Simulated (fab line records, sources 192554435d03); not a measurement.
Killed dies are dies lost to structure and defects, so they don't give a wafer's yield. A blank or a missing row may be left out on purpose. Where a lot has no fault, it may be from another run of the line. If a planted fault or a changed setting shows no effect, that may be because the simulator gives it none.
Problem report, 8D (eight disciplines) form, completed by code :: flow n5Finfet :: the parts of the form that need people (team, actions taken, sign-off) are left out

1. WHAT IS WRONG
Mean of killed_at_M4_up at N5_PASSIVATION_PROBE_49: 156 across 2 wafers in 2 lots; on wafers with no fault it is 13 (standard deviation 4.7). Measured from the usual mean, that is +30 standard deviations.
The first sign was on wafer L739.4 at day 16 10:44, on prober-02. The record holds 31 wafers of 11 lots with a number at this step. The rule behind "out" and "out of limits": a value lying over 4 standard deviations away from the usual mean. The other wafers with a number count as sound.

2. WHAT THIS IS AND IS NOT
question: which readings at this step
is: killed_at_M4_up, defectLimitedYield, killedDies, sort_bin_5_function, sortNPass, sortYieldPct
is not: killed_at_M0_to_M3, killedAtContacts, killedAtFrontEnd, killedAtOther, killedOpen, killedShort, sort_bin_8_speed

question: which lots
is: L737, L739
is not: L731, L735, L741, L743, L745, L746, L747, L749, L750

question: which wafers of those lots
is: L737.1, L739.4
is not: L737.2, L737.4, L739.1, L739.3

question: read on which tools
is: prober-01, prober-02
is not: -

question: when
is: from day 16 10:44
is not: up to then (8 sound wafers); but 21 sound wafers of L737, L741, L743, L745, L746, L747, L749, L750 came after

3. THE SUSPECTS, EACH WITH WHAT RULES IT OUT
Counting: if a tool at a process step up to the reading ran every lot that is out, it stays a suspect. Sound lots after the first of them don't rule it out here, since some wafers of a struck lot are sound.
- rieDiel-01 at N5_BEOL_M7_VIA_ETCH_34 (etches SiCOH lowk in C4F6/O2, target depth 125.5 nm, time 50.5 s): kept. Every lot that is out went through it, the first being L739 (day 12 20:31); the last sound lot it ran before that was L735 (day 12 09:11).
- pvdSputter-03 at N5_PASSIVATION_AL_DEP_21 (deposits Al, target thk 2800 nm, time 170 s): kept. Every lot that is out went through it, the first being L739 (day 16 04:26); the last sound lot it ran before that was L731 (day 12 05:11).
- Within rieDiel-01 at N5_BEOL_M7_VIA_ETCH_34: the wafers that are out ran in chamber 1; their sound lot-mates ran in chambers 0, 2.
Left after counting: rieDiel-01 at N5_BEOL_M7_VIA_ETCH_34, pvdSputter-03 at N5_PASSIVATION_AL_DEP_21.

4. THE CAUSE (what the simulator had put in)
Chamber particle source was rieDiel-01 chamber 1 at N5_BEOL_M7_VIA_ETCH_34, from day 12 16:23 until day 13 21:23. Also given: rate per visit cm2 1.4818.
After counting, 2 suspects remain, this tool included.

5. THE EFFECT CHAIN, in route order
Each row: a reading where the mean over the struck wafers with a number is more than 3 standard deviations away from the usual. Only readings for which the record gives a usual standard deviation are gone through. hours: the time from each lot's start at the first step in this table that gives one to its start at this step, as a median over the lots. sigmas: the change in usual standard deviations.
hours: 0
step: N5_PASSIVATION_PROBE_49
reading: defectLimitedYield
usual: 91.2 %
on struck wafers: 79.2
change: -12.0
sigmas: -8.6

hours: 0
step: N5_PASSIVATION_PROBE_49
reading: killed_at_M4_up
usual: 13
on struck wafers: 156
change: +142
sigmas: +30

hours: 0
step: N5_PASSIVATION_PROBE_49
reading: killedDies
usual: 104
on struck wafers: 246
change: +142
sigmas: +8.4

hours: 0
step: N5_PASSIVATION_PROBE_49
reading: sort_bin_5_function
usual: 5.1 %
on struck wafers: 12.3
change: +7.2
sigmas: +7.7

hours: 0
step: N5_PASSIVATION_PROBE_49
reading: sortNPass
usual: 1074
on struck wafers: 934
change: -140
sigmas: -5.8

hours: 0
step: N5_PASSIVATION_PROBE_49
reading: sortYieldPct
usual: 91.1 %
on struck wafers: 79.2
change: -11.9
sigmas: -5.9
Its process steps:
- N5_PASSIVATION_PROBE_49

6. WHAT WOULD HAVE CAUGHT IT SOONER
In this record the first reading out of limits was taken at day 16 10:44, 90 hours after the fault began at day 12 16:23.
Of the tool readings at N5_BEOL_M7_VIA_ETCH_34 for which the record gives a usual standard deviation, none was out on any struck wafer, so an alarm limit of 4 standard deviations on them would not have fired.
The start of N5_BEOL_M7_VIA_ETCH_34 on rieDiel-01 came by day 16 10:44 for every one of the lots that are out (2). A hold on the tool at that time would have spared none of them.
